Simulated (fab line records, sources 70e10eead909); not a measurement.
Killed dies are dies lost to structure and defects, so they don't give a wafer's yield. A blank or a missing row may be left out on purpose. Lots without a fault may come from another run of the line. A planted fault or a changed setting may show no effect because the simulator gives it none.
A struck lot beside a sound one | flow nand_harc | 39 steps out of a route of 1302
Sound: wafers L384.3, L384.4, L384.6. Struck: wafer L385.2. (L385.1, L385.3 of the same lot were not struck and are left out.) The cause comes at the end.
At each step with rows: each side's tool, then ch and its chambers, then its first start. Under that, the readings that differ: sound wafers | struck wafers | difference of the means | sigmas: that difference in standard deviations of wafers without a fault.
alike: readings whose means differ by less than 2 such deviations, and words and numbers that are the same on both sides. not compared: withheld readings, readings that some wafer has no value for, bounds like >300 that may hide the same value, and numbers for which the record gives no deviation and whose values overlap.
The two part at a step that has a row with sigmas, a row that says differs or no value, or rows on one side only. Numbers that don't overlap but have no deviation are shown without sigmas and don't part them. A reading that every wafer of one side lacks parts them only if that side has two wafers or more.

first, 2 steps without rows for these wafers: NHARC_P_BONDPAD_HARDBAKE_10 (time 65 s); NHARC_P_BONDPAD_DESCUM_11 (chemistry O2, time 3 s).
NHARC_P_BONDPAD_ETCH_37: etches the open film in N2/H2, target depth 60 nm, overetch 18 nm, time 65.91 s.
  sound on rie_diel-13 ch 2,3, day 11 12:23; struck on rie_diel-01 ch 3, day 11 19:16
  reading                         | sound             | struck | difference | sigmas
  oes_product_au (a.u.)           | 0.992 0.983 0.972 | 1.001  | +0.019     | +2
  showerhead_plenum_p_Torr (Torr) | 2.09 2.17 2.17    | 1.96   | -0.18      | -2
  alike: drypump_motor_current_A, rf_vpp_V, throttle_valve_pct
  not compared: rf_hours_counter_h
NHARC_P_BONDPAD_ETCH_12: etches the open film in CHF3/O2, target depth 200 nm, time 100 s.
  sound on rie_diel-13 ch 0,1,2; struck on rie_diel-01 ch 1
  reading               | sound             | struck | difference | sigmas
  chf3_flow_sccm (sccm) | 50.11 50.14 50.13 | 49.81  | -0.32      | -2
  alike: drypump_motor_current_A, oes_product_au, rf_vpp_V, showerhead_plenum_p_Torr, throttle_valve_pct
  not compared: rf_hours_counter_h
NHARC_P_BONDPAD_CD_MEAS_13:
  sound on cd_sem-01, day 11 12:38; struck on cd_sem-02, day 11 19:29
  alike: cd_nm
NHARC_P_BONDPAD_STRIP_15: strips in O2.
  sound on rie_diel-07 ch 0,1, day 11 12:42; struck on rie_diel-07 ch 2, day 11 19:34
  reading                | sound                | struck | difference | sigmas
  throttle_valve_pct (%) | 17.035 17.023 17.030 | 17.056 | +0.027     | +3
  alike: drypump_motor_current_A, oes_product_au, rf_vpp_V, showerhead_plenum_p_Torr
  not compared: rf_hours_counter_h
then, 2 steps without rows for these wafers: NHARC_P_BONDPAD_ETCH_24 (etches the open film in CF4/N2, target depth 30 nm, time 72.99 s); NHARC_P_BONDPAD_STRIP_16 (strips in post etch residue remover, time 600 s).
NHARC_P_BONDPAD_DEGAS_25: time 60 s.
  sound on pvd_sputter-02, day 11 13:14; struck on pvd_sputter-03, day 11 20:07
  alike: heater_power_w
then, 3 steps without rows for these wafers: NHARC_P_BONDPAD_PRE_CLEAN_26 (time 30 s); NHARC_P_BONDPAD_PVD_17 (deposits TaN, target thk 5 nm, time 8.06 s); NHARC_P_BONDPAD_PVD_27 (deposits Cu, target thk 30 nm, time 20.49 s).
NHARC_P_BONDPAD_ECD_18: material Cu, target thk 400 nm.
  sound on ecd_cu-02 ch 0,1, day 11 13:42; struck on ecd_cu-01 ch 1, day 11 20:28
  alike: bath_heat_duty_pct
then, 3 steps without rows for these wafers: NHARC_P_BONDPAD_ANNEAL_28 (time 90 s); NHARC_P_BONDPAD_CMP_19 (polishes, t overpolish 30 s, cu recess touch 16 s, target thk 160.81 nm); NHARC_P_BONDPAD_SRD_21 (time 30 s, dry time 20 s).
NHARC_P_BONDPAD_INSPECT_23:
  sound on defect_inspect-02, day 11 14:52; struck on defect_inspect-02, day 11 21:44
  reading          | sound       | struck | difference | sigmas
  raw_defect_count | 243 240 335 | 588    | +315       | +3
NHARC_P_BONDPAD_ACTIVATE_29: chemistry N2, time 60 s.
  sound on rie_diel-13 ch 0,1,2, day 11 14:56; struck on rie_diel-13 ch 3, day 11 21:48
  alike: drypump_motor_current_A, oes_product_au, rf_vpp_V, showerhead_plenum_p_Torr
  not compared: rf_hours_counter_h
then, 2 steps without rows for these wafers: NHARC_P_BONDPAD_PRECLEAN_30 (cleans in DIW, time 300 s); NHARC_P_BONDPAD_SRD_31 (time 30 s, dry time 20 s).
NHARC_A_START_INSPECT_01:
  the record has rows for the sound wafers here (defect_inspect-02, day 11 15:21) and none for the struck ones
then, 11 steps without rows for these wafers: NHARC_A_ZERO_WELL_PRECLEAN_00 (cleans in SPM, time 600 s); NHARC_A_ZERO_WELL_SRD_01; NHARC_A_ZERO_WELL_DEHYDRATE_02 (time 120 s); NHARC_A_ZERO_WELL_HMDS_03 (time 30 s); NHARC_A_ZERO_WELL_COAT_18 (time 65 s); NHARC_A_ZERO_WELL_COAT_04 (resist thk 600 nm); NHARC_A_ZERO_WELL_SOFTBAKE_05 (time 70 s); NHARC_A_ZERO_WELL_EBR_06; NHARC_A_ZERO_WELL_EXPOSE_07 (exposes mask A ZERO); NHARC_A_ZERO_WELL_PEB_08 (peb time 80 s); NHARC_A_ZERO_WELL_DEVELOP_09 (time 50 s).
NHARC_A_ZERO_WELL_CD_MEAS_10: target cd 2000 nm.
  the record has rows for the sound wafers here (cd_sem-03 ch 0, day 11 16:11) and none for the struck ones
then, 5 steps without rows for these wafers: NHARC_A_ZERO_WELL_HARDBAKE_11 (time 65 s); NHARC_A_ZERO_WELL_DESCUM_12 (chemistry O2, time 3 s); NHARC_A_ZERO_WELL_ETCH_19 (etches the open film in N2/H2, target depth 80 nm, overetch 24 nm, time 87.88 s); NHARC_A_ZERO_WELL_ETCH_13 (etches the open film in HBr/Cl2, target depth 120 nm, time 40.1 s); NHARC_A_ZERO_WELL_STRIP_14 (strips in SPM, time 900 s).
-- the record jumps here: 18 days lie between the struck wafers' starts before and after (it left off in module A_ZERO_WELL and takes up again in module END, whose first step shown is number 1302 of the route) --
NHARC_END_SORT_01:
  the record has rows for the struck wafers here (prober-01 ch 0, day 30 03:16) and none for the sound ones

WHERE THEY PART
First at NHARC_P_BONDPAD_ETCH_37; last, within this record, at NHARC_END_SORT_01.

WHY: what the simulator had put in
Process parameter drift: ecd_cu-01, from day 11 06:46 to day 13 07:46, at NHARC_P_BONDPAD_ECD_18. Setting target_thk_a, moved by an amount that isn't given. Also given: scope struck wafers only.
